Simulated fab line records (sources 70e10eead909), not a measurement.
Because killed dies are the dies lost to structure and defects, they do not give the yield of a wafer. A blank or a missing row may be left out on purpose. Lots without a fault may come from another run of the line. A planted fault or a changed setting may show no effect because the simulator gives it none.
8D (eight disciplines) problem report, filled in by code || flow nand harc || the parts of the form that need people (team, actions taken, sign-off) are left out

1. THE PROBLEM
Mean of killed at array at NHARC_END_SORT_01: 619 across 4 wafers in 2 lots; on wafers with no fault it is 25 (standard deviation 9.2). That puts it +65 standard deviations away from the usual mean.
Earliest sighting: wafer L880.3 on prober-01 at day 24 09:05. At this step, 6 wafers from 2 lots have a number in the record. Rule for "out" (also "out of limits"): further than 4 standard deviations from the usual mean. The rest of the wafers with a number are treated as sound.

2. WHAT IT IS, WHAT IT ISN'T
{"question": "which readings at this step", "is": "killed at array, killed dies", "is not": "killed at other, killed at periphery, killed open, killed short"}
{"question": "which lots", "is": "L879, L880", "is not": "-"}
{"question": "which wafers of those lots", "is": "L879.2, L879.6, L880.3, L880.6", "is not": "L879.5, L880.2"}
{"question": "read on which gauges", "is": "prober-01, prober-02", "is not": "-"}
{"question": "when", "is": "from day 24 09:05", "is not": "up to then (1 sound wafer); but 1 sound wafer of L879 came after"}

3. THE SUSPECTS, EACH WITH WHAT RULES IT OUT
Counting: if a tool at a process step up to the reading ran every lot that is out, it stays a suspect. Sound lots after the first of them don't rule it out here, since some wafers of a struck lot are sound.
- the gauge at NHARC_END_SORT_01 has been ruled out. Those wafers that are out were read across 2 gauges (prober-01, prober-02).
- rie diel-11 at NHARC_A_SGD_CUT_ETCH_15 (etches the open film in CH3F/O2, target depth 75 nm, time 64.3 s): kept. It ran every lot that is out, first L880 (day 18 16:53). NHARC_A_SGD_CUT_ETCH_15 gives no start for some lots, so the hours and the order of its lots are those of NHARC_A_SLIT_OVL_MEAS_10.
- rie metal-02 at NHARC_A_WL_FILL_ETCHBACK_04 (etches the open film in NF3, target depth 60 nm, time 120 s): kept. It ran every lot that is out, first L880 (day 19 13:54). Its own readings are out on those wafers: run length s.
- Within rie diel-11 at NHARC_A_SGD_CUT_ETCH_15: the wafers that are out ran in chambers 0, 2; their sound lot-mates ran in chambers 1, 3.
- Within rie metal-02 at NHARC_A_WL_FILL_ETCHBACK_04: the wafers that are out ran in chamber 0; their sound lot-mates ran in chamber 1.
The count leaves rie metal-02 at NHARC_A_WL_FILL_ETCHBACK_04 and rie diel-11 at NHARC_A_SGD_CUT_ETCH_15.

4. THE CAUSE (what the simulator had put in)
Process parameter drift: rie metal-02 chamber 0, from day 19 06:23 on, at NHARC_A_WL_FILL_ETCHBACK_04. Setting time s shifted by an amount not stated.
This tool is one of the 2 suspects left after counting.

5. THE CHAIN OF EFFECTS, in route order
Rows list readings where the struck wafers' mean (over those with a number) sits beyond 3 standard deviations from the usual. Only readings whose record carries a usual standard deviation are examined. hours: median over the lots of the time between each lot's start at the first step of this table that gives one and its start at this step. sigmas: the change, counted in usual standard deviations.
{"hours": 0, "step": "NHARC_A_WL_FILL_ETCHBACK_04", "reading": "run length s", "usual": "141.1 s", "on struck wafers": 98.8, "change": -42.3, "sigmas": "-99 or more"}
{"hours": 111, "step": "NHARC_END_SORT_01", "reading": "killed at array", "usual": 25, "on struck wafers": 619, "change": "+594", "sigmas": "+65"}
{"hours": 111, "step": "NHARC_END_SORT_01", "reading": "killed dies", "usual": 29, "on struck wafers": 624, "change": "+595", "sigmas": "+62"}
The process steps in it:
- NHARC_A_WL_FILL_ETCHBACK_04: etches the open film in NF3, target depth 60 nm, time 120 s.

6. WHAT WOULD HAVE CAUGHT IT SOONER
The first out-of-limits reading at a measuring or inspecting step in this record came at day 24 09:05, 123 hours after the fault's start at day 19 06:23.
The tool's own readings at NHARC_A_WL_FILL_ETCHBACK_04 were out on every struck wafer that the step has a row for (run length s): an alarm limit on them would have fired on the first of those.
Lots out: 2; all had begun NHARC_A_WL_FILL_ETCHBACK_04 on rie metal-02 by day 24 09:05. A hold on the tool at that time would have spared none of them.
